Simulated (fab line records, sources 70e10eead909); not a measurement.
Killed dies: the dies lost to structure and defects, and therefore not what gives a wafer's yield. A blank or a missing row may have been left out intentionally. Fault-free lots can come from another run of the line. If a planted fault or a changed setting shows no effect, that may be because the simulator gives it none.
Matching of chambers :: flow nandHarc :: 4 sister chambers for NHARC_P_M1_CMP_23 on cmp-03
The step polishes, t overpolish 20 s, target thk 157.82 nm. 16 wafers are shown with their chamber, then 8 later ones without.

## EACH WAFER AND ITS CHAMBER
wafer: L075.1
chamber: 3
motorCurrentA (A): 10.9
timeToEndpointS (s): 33.1
edgeZonePressureFrac: 1.014

wafer: L075.2
chamber: 2
motorCurrentA (A): 12.1
timeToEndpointS (s): 27.0
edgeZonePressureFrac: 1.001

wafer: L075.3
chamber: 1
motorCurrentA (A): 12.0
timeToEndpointS (s): 26.9
edgeZonePressureFrac: 0.993

wafer: L076.1
chamber: 2
motorCurrentA (A): 12.2
timeToEndpointS (s): 26.3
edgeZonePressureFrac: 1.001

wafer: L076.4
chamber: 0
motorCurrentA (A): 10.3
timeToEndpointS (s): 32.6
edgeZonePressureFrac: 0.993

wafer: L076.6
chamber: 0
motorCurrentA (A): 9.7
timeToEndpointS (s): 30.4
edgeZonePressureFrac: 0.998

wafer: L079.1
chamber: 2
motorCurrentA (A): 11.3
timeToEndpointS (s): 25.7
edgeZonePressureFrac: 1.003

wafer: L079.2
chamber: 0
motorCurrentA (A): 9.4
timeToEndpointS (s): 31.5
edgeZonePressureFrac: 0.994

wafer: L079.6
chamber: 3
motorCurrentA (A): 11.3
timeToEndpointS (s): 29.6
edgeZonePressureFrac: 0.996

wafer: L081.2
chamber: 1
motorCurrentA (A): 11.8
timeToEndpointS (s): 27.7
edgeZonePressureFrac: 1.000

wafer: L081.3
chamber: 3
motorCurrentA (A): 11.4
timeToEndpointS (s): 31.3
edgeZonePressureFrac: 1.006

wafer: L081.4
chamber: 0
motorCurrentA (A): 9.7
timeToEndpointS (s): 30.8
edgeZonePressureFrac: 0.997

wafer: L084.2
chamber: 0
motorCurrentA (A): 9.6
timeToEndpointS (s): 31.5
edgeZonePressureFrac: 1.001

wafer: L084.3
chamber: 2
motorCurrentA (A): 11.3
timeToEndpointS (s): 30.8
edgeZonePressureFrac: 0.986

wafer: L084.4
chamber: 1
motorCurrentA (A): 12.0
timeToEndpointS (s): 27.8
edgeZonePressureFrac: 0.996

wafer: L089.3
chamber: 2
motorCurrentA (A): 12.6
timeToEndpointS (s): 27.4
edgeZonePressureFrac: 1.005

SIGNATURES, as means of the wafers listed above
reading: motorCurrentA
chamber 0: 9.740
chamber 1: 11.933
chamber 2: 11.900
chamber 3: 11.200
scatter within a chamber: 0.404

reading: timeToEndpointS
chamber 0: 31.360
chamber 1: 27.467
chamber 2: 27.440
chamber 3: 31.333
scatter within a chamber: 1.45

reading: edgeZonePressureFrac
chamber 0: 0.99660
chamber 1: 0.99633
chamber 2: 0.99920
chamber 3: 1.00533
scatter within a chamber: 0.00617
Rule: for a wafer and a chamber, the distance is found by dividing, reading by reading, the gap between the wafer's reading and the chamber's mean by the reading's scatter, squaring, summing and taking the root. The wafer belongs to the nearest chamber; if the next one is less than 2 further off, it can't be placed. The scatter: take each reading less its chamber's mean, square it, sum over the shown wafers, divide by the number of wafers less the number of chambers, and take the root.

## WAFERS WITH NO CHAMBER GIVEN
wafer: L089.5
motorCurrentA (A): 9.4
timeToEndpointS (s): 30.3
edgeZonePressureFrac: 1.003

wafer: L089.6
motorCurrentA (A): 11.7
timeToEndpointS (s): 23.3
edgeZonePressureFrac: 1.003

wafer: L091.2
motorCurrentA (A): 11.2
timeToEndpointS (s): 31.1
edgeZonePressureFrac: 0.997

wafer: L091.3
motorCurrentA (A): 10.3
timeToEndpointS (s): 31.3
edgeZonePressureFrac: 1.004

wafer: L091.4
motorCurrentA (A): 11.8
timeToEndpointS (s): 30.1
edgeZonePressureFrac: 1.010

wafer: L097.1
motorCurrentA (A): 12.0
timeToEndpointS (s): 26.9
edgeZonePressureFrac: 1.009

wafer: L097.2
motorCurrentA (A): 9.6
timeToEndpointS (s): 30.5
edgeZonePressureFrac: 1.007

wafer: L097.5
motorCurrentA (A): 12.0
timeToEndpointS (s): 30.0
edgeZonePressureFrac: 0.999

## WHICH CHAMBER EACH ONE RAN IN
wafer: L089.5
from the rows above: 0
in truth: 0

wafer: L089.6
from the rows above: can't be placed: 2 or 1
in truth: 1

wafer: L091.2
from the rows above: can't be placed: 3 or 2 or 1
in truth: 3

wafer: L091.3
from the rows above: can't be placed: 0 or 3
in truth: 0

wafer: L091.4
from the rows above: can't be placed: 3 or 2 or 1
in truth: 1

wafer: L097.1
from the rows above: can't be placed: 2 or 1
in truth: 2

wafer: L097.2
from the rows above: 0
in truth: 0

wafer: L097.5
from the rows above: can't be placed: 2 or 1 or 3
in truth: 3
Placed correctly: 2 of 8. These rows do not allow placing 6 (true chamber among the candidates in 6). Wrongly placed: 0.
